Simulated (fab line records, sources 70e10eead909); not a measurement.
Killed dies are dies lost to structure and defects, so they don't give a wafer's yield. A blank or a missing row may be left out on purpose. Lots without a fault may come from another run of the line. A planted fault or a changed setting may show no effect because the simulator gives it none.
Which tool did it? | flow nand_harc | 12 lots, 36 wafers sampled, at 5 steps of a route of 1302

WHAT THE GAUGES READ, wafer by wafer
NHARC_A_CONTACT_INSPECT_71.
lot  | measured     | on                | raw_defect_count
L709 | day 21 21:17 | defect_inspect-01 | 89 78 79
L710 | day 21 21:38 | defect_inspect-02 | 61 54 64
L713 | day 23 01:59 | defect_inspect-01 | 120 118 107
L712 | day 23 02:15 | defect_inspect-02 | 67 57 61
L715 | day 23 16:17 | defect_inspect-02 | 91 106 100
L716 | day 24 20:39 | defect_inspect-02 | 168 148 171
L718 | day 25 07:55 | defect_inspect-01 | 44 31 38
L721 | day 26 20:26 | defect_inspect-02 | 50 31 43
L726 | day 29 08:07 | defect_inspect-02 | 139 154 137
L727 | day 29 18:14 | defect_inspect-01 | 136 143 127
L730 | day 30 16:08 | defect_inspect-02 | 82 88 64
L731 | day 31 00:23 | defect_inspect-02 | 121 123 118

NHARC_END_SORT_01.
lot  | measured     | on        | killed_at_array | killed_at_other | killed_at_periphery | killed_dies | killed_open | killed_short
L727 | day 32 08:43 | prober-01 | 574 76 562      | 0 0 0           | 2 7 4               | 576 83 566  | 2 2 4       | 1 1 0

WHICH TOOL RAN EACH LOT (tool, then ch and the chambers of the sampled wafers, then the start)
lot  | NHARC_A_CONTACT_ETCH_78                       | NHARC_A_CONTACT_ETCH_125             | NHARC_A_CONTACT_ETCH_106
L709 | rie_diel-12 ch 0,1,2, day 21 23:10 or earlier | har_cap_etch-02 ch 0,1, day 21 23:10 | rie_diel-12 ch 1,2,3, day 22 01:53
L710 | rie_diel-03 ch 0,1,3, day 21 23:42 or earlier | har_cap_etch-03 ch 0,1, day 21 23:42 | rie_diel-12 ch 0,1,2, day 22 02:28
L713 | rie_diel-12 ch 0,2,3, day 23 03:48 or earlier | har_cap_etch-02 ch 0,1, day 23 03:48 | rie_diel-12 ch 2,3, day 23 06:32
L712 | rie_diel-03 ch 0,2,3, day 23 04:02 or earlier | har_cap_etch-03 ch 0,1, day 23 04:02 | rie_diel-08 ch 0,2,3, day 23 06:46
L715 | rie_diel-12 ch 0,1, day 23 18:08 or earlier   | har_cap_etch-02 ch 0,1, day 23 18:08 | rie_diel-12 ch 0,1,3, day 23 20:47
L716 | rie_diel-12 ch 1,2,3, day 24 22:32 or earlier | har_cap_etch-01 ch 0,1, day 24 22:32 | rie_diel-03 ch 0,1,3, day 25 01:11
L718 | rie_diel-08 ch 1,2,3, day 25 09:44 or earlier | har_cap_etch-02 ch 0,1, day 25 09:44 | rie_diel-08 ch 0,1,2, day 25 12:26
L721 | rie_diel-12 ch 2,3, day 26 22:14 or earlier   | har_cap_etch-03 ch 0,1, day 26 22:14 | rie_diel-03 ch 2,3, day 27 01:15
L726 | rie_diel-08 ch 0,3, day 29 09:55 or earlier   | har_cap_etch-02 ch 0,1, day 29 09:55 | rie_diel-12 ch 1,2,3, day 29 12:43
L727 | rie_diel-12 ch 0,1,3, day 29 20:16 or earlier | har_cap_etch-02 ch 0,1, day 29 20:16 | rie_diel-12 ch 0,2, day 29 23:18
L730 | rie_diel-12 ch 1,2, day 30 18:00 or earlier   | har_cap_etch-03 ch 0,1, day 30 18:00 | rie_diel-03 ch 0,1,3, day 30 20:40
L731 | rie_diel-08 ch 0,3, day 31 02:20 or earlier   | har_cap_etch-01 ch 0,1, day 31 02:20 | rie_diel-03 ch 2,3, day 31 04:58
- NHARC_A_CONTACT_ETCH_78: etches the open film in O2/COS, target depth 5300 nm, time 1378 s.
- NHARC_A_CONTACT_ETCH_125: etches the open film in C4F8/O2/Ar, time 197 s, target depth 1918 nm.
- NHARC_A_CONTACT_ETCH_106: etches the open film in CF4/O2, target depth 90 nm, overetch 9 nm, time 49.5 s.

WHAT THE TOOLS THEMSELVES READ (means of the sampled wafers that have a number; where no wafer has one, the mark that the record gives instead)
NHARC_A_CONTACT_ETCH_78.
lot  | tool        | drypump_motor_current_A (A) | oes_product_au (a.u.) | rf_vpp_V (V) | showerhead_plenum_p_Torr (Torr) | throttle_valve_pct (%)
L709 | rie_diel-12 | 5.8                         | 0.998                 | 315.3        | 3.27                            | 28.327
L710 | rie_diel-03 | 5.7                         | 1.016                 | 314.8        | 3.15                            | 28.326
L713 | rie_diel-12 | 5.6                         | 0.999                 | 316.3        | 3.31                            | 28.330
L712 | rie_diel-03 | 5.3                         | 1.000                 | 314.1        | 3.13                            | 28.336
L715 | rie_diel-12 | 5.7                         | 1.005                 | 316.5        | 3.29                            | 28.336
L716 | rie_diel-12 | 5.7                         | 1.008                 | 316.1        | 3.24                            | 28.326
L718 | rie_diel-08 | 5.4                         | 1.002                 | 314.7        | 3.13                            | 28.322
L721 | rie_diel-12 | 5.5                         | 0.999                 | 315.6        | 3.27                            | 28.325
L726 | rie_diel-08 | 5.4                         | 1.008                 | 314.5        | 3.13                            | 28.325
L727 | rie_diel-12 | 5.7                         | 1.001                 | 316.8        | 3.25                            | 28.328
L730 | rie_diel-12 | 5.9                         | 1.014                 | 315.6        | 3.23                            | 28.323
L731 | rie_diel-08 | 5.2                         | 1.001                 | 314.4        | 3.13                            | 28.330

NHARC_A_CONTACT_ETCH_106.
lot  | tool        | drypump_motor_current_A (A) | oes_product_au (a.u.) | rf_vpp_V (V) | showerhead_plenum_p_Torr (Torr) | throttle_valve_pct (%)
L709 | rie_diel-12 | 5.7                         | 1.003                 | 198.2        | 1.39                            | 13.391
L710 | rie_diel-12 | 5.8                         | 1.007                 | 199.8        | 1.40                            | 13.405
L713 | rie_diel-12 | 5.6                         | 1.005                 | 198.9        | 1.41                            | 13.389
L712 | rie_diel-08 | 5.4                         | 1.002                 | 197.8        | 1.32                            | 13.397
L715 | rie_diel-12 | 5.7                         | 1.002                 | 197.8        | 1.40                            | 13.397
L716 | rie_diel-03 | 5.7                         | 1.009                 | 197.9        | 1.34                            | 13.398
L718 | rie_diel-08 | 5.6                         | 1.001                 | 197.5        | 1.34                            | 13.410
L721 | rie_diel-03 | 5.1                         | 1.005                 | 197.4        | 1.33                            | 13.399
L726 | rie_diel-12 | 5.7                         | 1.005                 | 199.2        | 1.38                            | 13.399
L727 | rie_diel-12 | 5.6                         | 0.957                 | 199.5        | 1.43                            | 13.398
L730 | rie_diel-03 | 5.7                         | 1.010                 | 196.8        | 1.33                            | 13.400
L731 | rie_diel-03 | 5.1                         | 1.019                 | 197.0        | 1.32                            | 13.398

THE ANSWER, worked out from the rows above alone
Rule: what is usual is taken from the lots themselves. Put in order of their means at a reading, lots are off if they are a third of the lots or fewer, leave a main group of 4 or more, and stand apart from it by a gap of 3 or more times the standard deviation of the main group's means; of several such gaps the widest counts. A main group whose means are all the same, to the digits that the tables above print for the reading, isn't used. A lot without any number at a reading at which 4 lots or more have one is off too. The other lots that the step has rows for count as sound. The gauges are gone through in route order, then the tools' own readings, and for those a lot's mean is taken as printed above. The first step at which some lot is off is used, and at that step the reading that is off furthest; a lot without a number counts as furthest.
Off: L727, at NHARC_A_CONTACT_ETCH_106 (oes_product_au). The main group: mean 1.006 a.u., standard deviation 0.0049.
A tool fits if, at that step or a process step before it, it ran every lot that is off, and no sound lot after the first of them. NHARC_A_CONTACT_ETCH_78 gives no start for some lots, so the hours and the order of its lots are those of NHARC_A_CONTACT_ETCH_125. Can't be told from this: 2 tools fit, har_cap_etch-02 at NHARC_A_CONTACT_ETCH_125, rie_diel-12 at NHARC_A_CONTACT_ETCH_106.

WHAT THE SIMULATOR HAD PUT IN
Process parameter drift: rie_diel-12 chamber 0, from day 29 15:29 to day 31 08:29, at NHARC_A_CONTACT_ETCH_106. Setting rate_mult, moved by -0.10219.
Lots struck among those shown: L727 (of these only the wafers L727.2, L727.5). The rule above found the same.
